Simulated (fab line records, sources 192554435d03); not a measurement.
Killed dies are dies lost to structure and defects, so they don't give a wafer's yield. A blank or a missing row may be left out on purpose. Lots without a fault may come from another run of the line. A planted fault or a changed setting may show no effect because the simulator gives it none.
Which tool did it? | flow n5_finfet | 10 lots, 29 wafers sampled, at 7 steps of a route of 1938

WHAT THE GAUGES READ, wafer by wafer
N5_BEOL_M4_THK_MEAS_53: measures by xrf.
lot  | measured     | on            | M4_THK (nm)
L532 | day 8 23:14  | film_metro-01 | 38.5 38.0 40.0
L534 | day 9 05:05  | film_metro-02 | 40.1 40.3 43.4
L537 | day 9 14:09  | film_metro-02 | 39.8 38.2 38.7
L539 | day 11 03:14 | film_metro-01 | 38.3 41.5
L540 | day 11 03:47 | film_metro-01 | 39.2 145.4 41.6
L541 | day 11 10:56 | film_metro-02 | 147.5 155.2 42.3
L543 | day 11 22:44 | film_metro-01 | 144.4 145.1 39.8
L553 | day 13 21:16 | film_metro-02 | 39.7 42.6 40.2
L552 | day 14 00:20 | film_metro-01 | 40.3 42.2 42.6
L551 | day 14 22:27 | film_metro-01 | 43.0 36.9 43.9

N5_BEOL_M4_INSPECT_59: inspects for defects (darkfield).
lot  | measured     | on                | raw_defect_count
L532 | day 8 23:31  | defect_inspect-01 | 43 51 76
L534 | day 9 05:25  | defect_inspect-01 | 60 74 70
L537 | day 9 14:28  | defect_inspect-01 | 67 29 61
L539 | day 11 03:33 | defect_inspect-01 | 153 99
L540 | day 11 04:04 | defect_inspect-01 | 68 4935 75
L541 | day 11 11:13 | defect_inspect-01 | 4900 4999 57
L543 | day 11 23:01 | defect_inspect-01 | 4934 4920 97
L553 | day 13 21:33 | defect_inspect-01 | 54 62 47
L552 | day 14 00:37 | defect_inspect-02 | 52 30 65
L551 | day 14 22:44 | defect_inspect-01 | 54 81 48

N5_BEOL_M4_RC_MEAS_101.
lot  | measured     | on        | DIBL_N (mV/V)  | DIBL_P (mV/V)  | IOFF_N (nA/um) | IOFF_P (nA/um) | ION_N (uA/um) | ION_P (uA/um) | SS_N (mV/dec)  | SS_P (mV/dec)  | VT_N (mV)   | VT_P (mV)
L532 | day 8 23:42  | prober-02 | 36.1 35.9 37.1 | 37.0 36.4 37.0 | 0.16 0.14 0.16 | 0.18 0.17 0.17 | 697 662 690   | 466 446 459   | 71.5 71.6 71.8 | 73.2 73.2 74.1 | 248 254 251 | -254 -255 -257
L534 | day 9 05:26  | prober-01 | 35.0 36.3 37.1 | 34.6 36.8 37.3 | 0.14 0.15 0.18 | 0.17 0.19 0.20 | 680 682 694   | 466 467 468   | 70.4 71.4 71.7 | 72.9 72.9 72.9 | 250 250 247 | -253 -254 -253
L537 | day 9 14:38  | prober-01 | 36.4 41.1 37.8 | 36.8 42.8 37.5 | 0.16 0.24 0.17 | 0.20 0.29 0.21 | 671 679 667   | 461 458 454   | 71.3 73.3 72.0 | 73.1 75.0 73.9 | 248 247 253 | -251 -247 -251
L539 | day 11 03:34 | prober-01 | 35.4 34.8      | 34.6 34.0      | 0.13 0.13      | 0.16 0.15      | 672 676       | 455 458       | 70.6 71.0      | 72.9 72.4      | 254 254     | -257 -257
L540 | day 11 04:06 | prober-02 | 34.7 33.6      | 35.9 34.4      | 0.16 0.13      | 0.22 0.19      | 691 671       | 481 462       | 70.7 70.6      | 73.3 72.3      | 249 253     | -248 -251
L541 | day 11 11:52 | prober-02 | 40.8           | 41.0           | 0.22           | 0.31           | 681           | 464           | 72.1           | 75.0           | 249         | -243
L543 | day 11 23:40 | prober-02 | 34.1           | 35.4           | 0.14           | 0.17           | 674           | 464           | 70.1           | 72.3           | 248         | -256
L553 | day 13 21:44 | prober-02 | 36.5 39.4 36.1 | 37.1 40.4 36.5 | 0.14 0.18 0.13 | 0.20 0.25 0.18 | 683 673 667   | 469 464 456   | 71.2 71.8 71.5 | 73.3 74.1 72.9 | 255 252 253 | -253 -251 -253
L552 | day 14 00:39 | prober-01 | 31.9 35.5 32.5 | 32.4 36.8 32.3 | 0.11 0.16 0.11 | 0.16 0.20 0.15 | 661 670 652   | 461 451 453   | 70.0 71.8 70.7 | 73.0 73.0 71.9 | 254 248 254 | -252 -249 -255
L551 | day 14 22:46 | prober-01 | 36.3 38.8 40.2 | 36.2 39.3 40.5 | 0.13 0.18 0.20 | 0.19 0.23 0.26 | 660 690 685   | 460 476 469   | 71.8 71.4 72.3 | 73.1 73.8 73.9 | 254 248 248 | -255 -250 -250

WHICH TOOL RAN EACH LOT (tool, then ch and the chambers of the sampled wafers, then the start)
lot  | N5_BEOL_M4_ANNEAL_82         | N5_BEOL_M4_ANNEAL_91         | N5_BEOL_M4_CMP_52             | N5_BEOL_M4_DEP_57
L532 | pvd_sputter-03, day 8 21:12  | pvd_sputter-03, day 8 21:52  | cmp-04 ch 0,1,2, day 8 22:56  | pecvd-02 ch 0,1, day 8 23:26
L534 | pvd_sputter-01, day 9 03:04  | pvd_sputter-01, day 9 03:43  | cmp-03 ch 0,2,3, day 9 04:50  | pecvd-04 ch 1,2, day 9 05:19
L537 | pvd_sputter-03, day 9 12:07  | pvd_sputter-03, day 9 12:47  | cmp-01 ch 0,2, day 9 13:53    | pecvd-02 ch 1, day 9 14:21
L539 | pvd_sputter-01, day 11 01:12 | pvd_sputter-01, day 11 01:52 | cmp-01 ch 0,2, day 11 02:56   | pecvd-02 ch 1,2, day 11 03:26
L540 | pvd_sputter-02, day 11 01:36 | pvd_sputter-02, day 11 02:16 | cmp-01 ch 1,3, day 11 03:29   | pecvd-03 ch 0,2, day 11 03:59
L541 | pvd_sputter-01, day 11 08:53 | pvd_sputter-01, day 11 09:33 | cmp-01 ch 0,1, day 11 10:38   | pecvd-03 ch 0,2, day 11 11:08
L543 | pvd_sputter-03, day 11 20:43 | pvd_sputter-03, day 11 21:22 | cmp-01 ch 0,1,2, day 11 22:31 | pecvd-03 ch 0,1, day 11 22:56
L553 | pvd_sputter-03, day 13 19:08 | pvd_sputter-03, day 13 19:50 | cmp-03 ch 0,1,3, day 13 21:03 | pecvd-02 ch 0,2, day 13 21:28
L552 | pvd_sputter-02, day 13 22:19 | pvd_sputter-02, day 13 22:58 | cmp-04 ch 2,3, day 14 00:02   | pecvd-04 ch 0,1,2, day 14 00:32
L551 | pvd_sputter-02, day 14 20:18 | pvd_sputter-02, day 14 21:02 | cmp-04 ch 1,2,3, day 14 22:10 | pecvd-03 ch 0,1,2, day 14 22:39
- N5_BEOL_M4_ANNEAL_82: time 240 s.
- N5_BEOL_M4_ANNEAL_91: time 240 s.
- N5_BEOL_M4_CMP_52: polishes, stops on SiOC, t overpolish 6.8 s, target thk 40 nm.
- N5_BEOL_M4_DEP_57: deposits SiCN from 3MS/NH3, target thk 8 nm, time 14 s.

WHAT THE TOOLS THEMSELVES READ (means of the sampled wafers that have a number; where no wafer has one, the mark that the record gives instead)
N5_BEOL_M4_ANNEAL_82.
lot  | tool           | heater_power_w (W) | susceptor_temp_C (C)
L532 | pvd_sputter-03 | 803                | 400.15
L534 | pvd_sputter-01 | 792                | 399.98
L537 | pvd_sputter-03 | 814                | 399.87
L539 | pvd_sputter-01 | 765                | 399.82
L540 | pvd_sputter-02 | 855                | 400.06
L541 | pvd_sputter-01 | 841                | 399.90
L543 | pvd_sputter-03 | 813                | 400.01
L553 | pvd_sputter-03 | 854                | 399.87
L552 | pvd_sputter-02 | 839                | 399.98
L551 | pvd_sputter-02 | 838                | 400.04

N5_BEOL_M4_ANNEAL_91.
lot  | tool           | heater_power_w (W) | susceptor_temp_C (C)
L532 | pvd_sputter-03 | 832                | 400.01
L534 | pvd_sputter-01 | 803                | 399.98
L537 | pvd_sputter-03 | 818                | 400.07
L539 | pvd_sputter-01 | 767                | 400.32
L540 | pvd_sputter-02 | 851                | 400.06
L541 | pvd_sputter-01 | 827                | 399.90
L543 | pvd_sputter-03 | 803                | 400.02
L553 | pvd_sputter-03 | 859                | 400.08
L552 | pvd_sputter-02 | 829                | 400.15
L551 | pvd_sputter-02 | 820                | 399.93

N5_BEOL_M4_CMP_52.
lot  | tool   | barrier_field_endpoint_s (s) | motor_current_A (A) | overpolish_run_s (s) | time_to_endpoint_s (s)
L532 | cmp-04 | 24.7                         | 6.0                 | 6.802                | 66
L534 | cmp-03 | 24.7                         | 6.1                 | 6.798                | 62
L537 | cmp-01 | 25.2                         | 5.7                 | 6.795                | 67
L539 | cmp-01 | 24.8                         | 5.5                 | 6.802                | 62
L540 | cmp-01 | 30.6                         | 5.4                 | 4.548                | 68
L541 | cmp-01 | 35.8                         | 5.1                 | 2.293                | 76
L543 | cmp-01 | 35.9                         | 5.5                 | 2.288                | 76
L553 | cmp-03 | 26.0                         | 6.0                 | 6.795                | 67
L552 | cmp-04 | 25.0                         | 6.1                 | 6.802                | 68
L551 | cmp-04 | 25.4                         | 5.9                 | 6.804                | 64

N5_BEOL_M4_DEP_57.
lot  | tool     | chamber_pressure_Torr (Torr) | rf_fwd_power_W (W) | showerhead_plenum_p_Torr (Torr) | throttle_valve_pct (%)
L532 | pecvd-02 | 2.996                        | 200.9              | 3.657                           | 8.9
L534 | pecvd-04 | 3.003                        | 199.5              | 3.651                           | 8.8
L537 | pecvd-02 | 2.994                        | 201.1              | 3.668                           | 9.0
L539 | pecvd-02 | 3.002                        | 199.8              | 3.679                           | 8.6
L540 | pecvd-03 | 3.001                        | 199.3              | 3.659                           | 9.0
L541 | pecvd-03 | 2.997                        | 199.2              | 3.666                           | 8.9
L543 | pecvd-03 | 2.999                        | 199.4              | 3.650                           | 9.7
L553 | pecvd-02 | 3.003                        | 198.6              | 3.663                           | 8.6
L552 | pecvd-04 | 3.006                        | 198.9              | 3.657                           | 8.8
L551 | pecvd-03 | 3.001                        | 199.1              | 3.657                           | 9.5

THE ANSWER, worked out from the rows above alone
Rule: what is usual is taken from the lots themselves. Put in order of their means at a reading, lots are off if they are a third of the lots or fewer, leave a main group of 4 or more, and stand apart from it by a gap of 3 or more times the standard deviation of the main group's means; of several such gaps the widest counts. A main group whose means are all the same, to the digits that the tables above print for the reading, isn't used. A lot without any number at a reading at which 4 lots or more have one is off too. The other lots that the step has rows for count as sound. The gauges are gone through in route order, then the tools' own readings, and for those a lot's mean is taken as printed above. The first step at which some lot is off is used, and at that step the reading that is off furthest; a lot without a number counts as furthest.
Off: L540, L541, L543, at N5_BEOL_M4_THK_MEAS_53 (M4_THK). The main group: mean 40.4 nm, standard deviation 1.1.
A tool fits if, at a process step before that reading, it ran every lot that is off, and no sound lot after the first of them. The gauges at N5_BEOL_M4_THK_MEAS_53 aren't tried: what is off there is off at N5_BEOL_M4_INSPECT_59 too, on other tools, and a gauge's error can't cause that. One fits: cmp-01 at N5_BEOL_M4_CMP_52. Its last sound lot is L539 (day 11 02:56), its first lot that is off L540 (day 11 03:29): a fault that began between those two fits.
The tool's own readings at N5_BEOL_M4_CMP_52 bear it out: on the lots that are off they differ by more than 5 times the standard deviation of the sound lots' means. barrier_field_endpoint_s reads 34.1 s there against 25.1 s on the sound lots; overpolish_run_s reads 3.043 s there against 6.800 s on the sound lots.

WHAT THE SIMULATOR HAD PUT IN
Process parameter drift: cmp-01, from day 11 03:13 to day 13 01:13, at N5_BEOL_M4_CMP_52. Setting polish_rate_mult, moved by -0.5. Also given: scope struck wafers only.
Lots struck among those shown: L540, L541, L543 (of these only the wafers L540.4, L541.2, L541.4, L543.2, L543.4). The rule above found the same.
